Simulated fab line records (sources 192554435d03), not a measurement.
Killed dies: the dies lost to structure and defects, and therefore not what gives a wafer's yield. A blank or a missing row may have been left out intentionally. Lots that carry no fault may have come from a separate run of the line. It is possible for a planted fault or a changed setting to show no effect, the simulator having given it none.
Which tool is to blame? -- flow n5_finfet -- 24 lots, 72 wafers sampled, at 6 steps of a route of 1938

== WHAT THE GAUGES SHOWED, per wafer ==
N5_BEOL_M3_THK_MEAS_53: measures by xrf.
lot,measured,on,M3_THK (nm)
L074,day 7 08:51,film_metro-02,38.1 39.2 37.5
L076,day 7 16:08,film_metro-02,41.3 39.1 40.9
L075,day 7 19:35,film_metro-01,39.6 40.6 40.0
L077,day 8 00:23,film_metro-01,37.6 41.4 39.1
L078,day 8 09:13,film_metro-02,40.4 40.5 41.6
L079,day 8 14:58,film_metro-01,40.7 38.5 40.9
L081,day 8 23:28,film_metro-01,36.9 39.7 39.8
L080,day 9 00:22,film_metro-01,39.3 36.7 39.4
L082,day 9 06:01,film_metro-01,39.4 38.4 37.7
L083,day 9 15:52,film_metro-02,39.9 40.3 41.8
L084,day 9 18:46,film_metro-02,39.6 40.3 42.6
L085,day 10 06:07,film_metro-02,39.8 39.4 37.3
L086,day 10 08:22,film_metro-02,33.7 38.7 36.0
L088,day 10 19:50,film_metro-01,39.4 36.7 36.5
L087,day 10 20:09,film_metro-01,39.0 37.9 40.3
L089,day 10 22:41,film_metro-02,40.2 40.9 42.6
L091,day 11 10:43,film_metro-01,36.4 40.7 39.3
L090,day 12 03:34,film_metro-01,37.7 37.0 37.7
L093,day 12 06:37,film_metro-02,37.8 40.4 39.3
L092,day 12 15:27,film_metro-01,40.9 38.7 38.4
L094,day 12 23:34,film_metro-01,37.3 40.6 40.0
L095,day 13 00:38,film_metro-01,37.1 39.8 36.1
L096,day 13 06:08,film_metro-02,40.2 39.7 38.3
L097,day 13 10:17,film_metro-02,41.3 39.0 42.3

N5_BEOL_M3_RS_MEAS_58: a four-point-probe measurement.
lot,measured,on,M3_RS (ohm/sq)
L074,day 7 09:07,film_metro-02,0.72 0.69 0.73
L076,day 7 16:24,film_metro-01,0.65 0.70 0.66
L075,day 7 19:51,film_metro-01,0.68 0.65 0.66
L077,day 8 00:38,film_metro-01,0.72 0.63 0.68
L078,day 8 09:28,film_metro-01,0.66 0.66 0.63
L079,day 8 15:13,film_metro-02,0.64 0.69 0.64
L081,day 8 23:43,film_metro-02,0.72 0.66 0.65
L080,day 9 00:47,film_metro-01,0.68 0.74 0.67
L082,day 9 06:16,film_metro-02,0.67 0.69 0.71
L083,day 9 16:17,film_metro-02,0.68 0.67 0.64
L084,day 9 19:02,film_metro-02,0.68 0.65 0.61
L085,day 10 06:23,film_metro-02,0.67 0.68 0.73
L086,day 10 08:37,film_metro-01,0.84 0.70 0.76
L088,day 10 20:05,film_metro-01,0.68 0.74 0.75
L087,day 10 20:25,film_metro-02,0.68 0.70 0.65
L089,day 10 22:57,film_metro-02,0.66 0.66 0.62
L091,day 11 11:13,film_metro-02,0.74 0.64 0.68
L090,day 12 03:49,film_metro-02,0.72 0.74 0.72
L093,day 12 06:52,film_metro-02,0.72 0.66 0.68
L092,day 12 15:43,film_metro-01,0.64 0.70 0.70
L094,day 12 23:50,film_metro-02,0.73 0.66 0.67
L095,day 13 00:54,film_metro-01,0.72 0.66 0.75
L096,day 13 06:24,film_metro-01,0.66 0.67 0.71
L097,day 13 10:33,film_metro-01,0.64 0.69 0.62

N5_BEOL_M4_OVL_MEAS_29.
lot,measured,on,V3_OVL (nm)
L074,day 7 11:20,overlay-02,0.6 0.1 0.9
L076,day 7 18:23,overlay-02,-0.4 0.1 -1.0
L075,day 7 22:07,overlay-02,0.5 0.3 0.1
L077,day 8 03:31,overlay-02,-0.4 -0.8 -0.2
L078,day 8 12:32,overlay-02,0.3 -0.2 0.4
L079,day 8 19:01,overlay-01,-0.3 -0.2 -0.6
L081,day 9 02:16,overlay-02,1.0 1.1 1.8
L080,day 9 03:05,overlay-02,0.7 -0.2 0.0
L082,day 9 09:15,overlay-01,-0.5 -1.8 -1.3
L083,day 9 20:20,overlay-02,1.1 0.3 -0.5
L084,day 9 21:04,overlay-01,0.7 0.8 -0.2
L085,day 10 09:11,overlay-02,0.8 0.6 0.3
L086,day 10 10:34,overlay-01,0.2 1.2 0.4
L088,day 10 22:16,overlay-01,-0.1 0.1 0.3
L087,day 11 00:10,overlay-01,0.1 0.4 -0.2
L089,day 11 01:17,overlay-02,1.2 -0.2 0.8
L091,day 11 12:53,overlay-02,0.7 -1.1 -0.4
L090,day 12 07:09,overlay-02,0.3 0.1 0.2
L093,day 12 09:33,overlay-02,0.2 0.0 0.1
L092,day 12 19:14,overlay-02,-0.2 0.3 0.2
L094,day 13 02:25,overlay-01,0.9 1.1 0.5
L095,day 13 03:36,overlay-02,0.4 -0.6 -0.4
L096,day 13 09:53,overlay-02,-0.4 -1.6 -1.8
L097,day 13 13:14,overlay-02,-0.3 0.4 0.5

N5_BEOL_M4_INSPECT_30: inspects for defects (brightfield).
lot,measured,on,raw_defect_count
L074,day 7 11:23,defect_inspect-01,428 465 262
L076,day 7 18:27,defect_inspect-02,497 546 569
L075,day 7 22:10,defect_inspect-01,376 409 372
L077,day 8 03:34,defect_inspect-01,380 579 502
L078,day 8 12:35,defect_inspect-01,327 447 434
L079,day 8 19:04,defect_inspect-02,382 482 520
L081,day 9 02:19,defect_inspect-02,436 406 341
L080,day 9 03:09,defect_inspect-02,593 323 345
L082,day 9 09:18,defect_inspect-02,356 537 411
L083,day 9 20:23,defect_inspect-02,447 455 345
L084,day 9 21:08,defect_inspect-01,415 490 493
L085,day 10 09:14,defect_inspect-01,358 413 471
L086,day 10 10:37,defect_inspect-02,467 464 478
L088,day 10 22:19,defect_inspect-02,336 295 294
L087,day 11 00:14,defect_inspect-01,553 775 385
L089,day 11 01:20,defect_inspect-02,297 339 402
L091,day 11 12:56,defect_inspect-01,559 587 433
L090,day 12 07:13,defect_inspect-02,379 430 379
L093,day 12 09:37,defect_inspect-01,817 556 509
L092,day 12 19:17,defect_inspect-01,309 510 379
L094,day 13 02:29,defect_inspect-01,364 448 558
L095,day 13 03:38,defect_inspect-01,466 559 779
L096,day 13 09:56,defect_inspect-01,357 404 467
L097,day 13 13:17,defect_inspect-02,492 367 307

== WHAT TOOL EACH LOT RAN ON (gives the tool, then ch and the chambers of the sampled wafers, and finally the start) ==
lot,N5_BEOL_M3_ANNEAL_89,N5_BEOL_M4_DESCUM_16
L074,"pvd_sputter-02, day 7 07:16","rie_diel-02 ch 0,1,3, day 7 10:27"
L076,"pvd_sputter-02, day 7 14:34","rie_diel-02 ch 1,2,3, day 7 17:23"
L075,"pvd_sputter-01, day 7 18:00","rie_diel-02 ch 0,2,3, day 7 21:20"
L077,"pvd_sputter-03, day 7 22:47","rie_diel-02 ch 0,1,3, day 8 02:20"
L078,"pvd_sputter-03, day 8 07:37","rie_diel-04 ch 2,3, day 8 11:44"
L079,"pvd_sputter-02, day 8 13:22","rie_diel-02 ch 1,2, day 8 18:05"
L081,"pvd_sputter-02, day 8 21:52","rie_diel-02 ch 0,1, day 9 01:07"
L080,"pvd_sputter-01, day 8 22:44","rie_diel-04 ch 0,2,3, day 9 02:17"
L082,"pvd_sputter-01, day 9 04:25","rie_diel-04 ch 0,3, day 9 08:20"
L083,"pvd_sputter-02, day 9 13:54","rie_diel-05 ch 1,2, day 9 19:14"
L084,"pvd_sputter-02, day 9 17:11","rie_diel-05 ch 1,2, day 9 20:11"
L085,"pvd_sputter-03, day 10 04:32","rie_diel-05 ch 1,2,3, day 10 08:23"
L086,"pvd_sputter-02, day 10 06:46","rie_diel-04 ch 0,2,3, day 10 09:40"
L088,"pvd_sputter-02, day 10 18:14","rie_diel-04 ch 0,2,3, day 10 21:20"
L087,"pvd_sputter-01, day 10 18:33","rie_diel-04 ch 0,1,3, day 10 23:17"
L089,"pvd_sputter-01, day 10 21:05","rie_diel-04 ch 0,1,3, day 11 00:22"
L091,"pvd_sputter-02, day 11 08:51","rie_diel-05 ch 0,1,3, day 11 11:58"
L090,"pvd_sputter-03, day 12 01:49","rie_diel-02 ch 1,2,3, day 12 06:22"
L093,"pvd_sputter-02, day 12 04:25","rie_diel-02 ch 1,2,3, day 12 08:44"
L092,"pvd_sputter-02, day 12 13:22","rie_diel-05 ch 1,2, day 12 18:19"
L094,"pvd_sputter-03, day 12 20:42","rie_diel-04 ch 0,2,3, day 13 01:22"
L095,"pvd_sputter-01, day 12 21:55","rie_diel-02 ch 1,2, day 13 02:37"
L096,"pvd_sputter-01, day 13 04:31","rie_diel-02 ch 1,2, day 13 09:02"
L097,"pvd_sputter-02, day 13 08:42","rie_diel-02 ch 0,1, day 13 12:12"
- N5_BEOL_M3_ANNEAL_89: time 240 s.
- N5_BEOL_M4_DESCUM_16: chemistry O2, time 7 s.

== AS READ BY THE TOOLS THEMSELVES (means over the sampled wafers that have a number; for cases with no such wafer, the mark the record gives instead) ==
N5_BEOL_M3_ANNEAL_89.
lot,tool,heater_power_w (W)
L074,pvd_sputter-02,923
L076,pvd_sputter-02,888
L075,pvd_sputter-01,745
L077,pvd_sputter-03,836
L078,pvd_sputter-03,850
L079,pvd_sputter-02,912
L081,pvd_sputter-02,837
L080,pvd_sputter-01,710
L082,pvd_sputter-01,730
L083,pvd_sputter-02,903
L084,pvd_sputter-02,873
L085,pvd_sputter-03,837
L086,pvd_sputter-02,885
L088,pvd_sputter-02,890
L087,pvd_sputter-01,712
L089,pvd_sputter-01,706
L091,pvd_sputter-02,889
L090,pvd_sputter-03,870
L093,pvd_sputter-02,888
L092,pvd_sputter-02,880
L094,pvd_sputter-03,837
L095,pvd_sputter-01,794
L096,pvd_sputter-01,788
L097,pvd_sputter-02,874

N5_BEOL_M4_DESCUM_16.
lot,tool,drypump_motor_current_A (A),oes_product_au (a.u.),rf_vpp_V (V),showerhead_plenum_p_Torr (Torr),throttle_valve_pct (%)
L074,rie_diel-02,6.2,0.78,242.4,2.09,20.30
L076,rie_diel-02,6.0,0.79,243.5,2.10,20.35
L075,rie_diel-02,6.1,0.69,242.3,2.04,20.39
L077,rie_diel-02,6.2,0.77,243.4,2.08,20.31
L078,rie_diel-04,5.8,0.86,242.7,2.05,20.15
L079,rie_diel-02,5.8,0.86,244.5,2.14,20.39
L081,rie_diel-02,6.0,0.76,242.6,2.06,20.38
L080,rie_diel-04,5.7,0.83,244.1,2.10,20.32
L082,rie_diel-04,5.9,0.90,243.0,2.10,20.14
L083,rie_diel-05,5.7,0.74,242.4,1.99,20.35
L084,rie_diel-05,5.9,0.75,243.5,2.07,20.40
L085,rie_diel-05,5.7,0.79,242.4,2.02,20.36
L086,rie_diel-04,5.6,0.81,243.0,2.10,20.35
L088,rie_diel-04,5.7,0.80,243.7,2.10,20.37
L087,rie_diel-04,5.7,0.80,244.2,2.14,20.27
L089,rie_diel-04,5.7,0.80,244.1,2.14,20.26
L091,rie_diel-05,5.6,0.83,244.4,2.10,20.23
L090,rie_diel-02,6.0,0.81,242.6,2.09,20.27
L093,rie_diel-02,6.0,0.81,243.0,2.09,20.26
L092,rie_diel-05,5.7,0.73,242.1,1.98,20.37
L094,rie_diel-04,5.6,0.88,243.4,2.09,20.23
L095,rie_diel-02,5.7,0.88,243.0,2.08,20.22
L096,rie_diel-02,5.8,0.86,243.0,2.12,20.32
L097,rie_diel-02,6.0,0.87,244.1,2.19,20.26

== THE ANSWER, worked out from the rows above alone ==
Rule: the usual values come from the lots themselves. Put in order of their means at a reading, lots are off if they are a third of the lots or fewer, leave a main group of 4 or more, and stand apart from it by a gap of 3 or more times the standard deviation of the main group's means; of several such gaps the widest counts. If all means in a main group match to the digits the tables above print for the reading, that group is not used. Also off: a lot with no number at a reading for which 4 or more lots have one. The other lots that the step has rows for count as sound. First the gauges in route order, then the tools' own readings, where a lot's mean is used as printed above. At the first step where some lot is off, the reading lying furthest off is the one used; lots without a number count as furthest.
No lot is off on any of the readings shown, so nothing can be concluded from this.

== WHAT HAD BEEN PUT IN BY THE SIMULATOR ==
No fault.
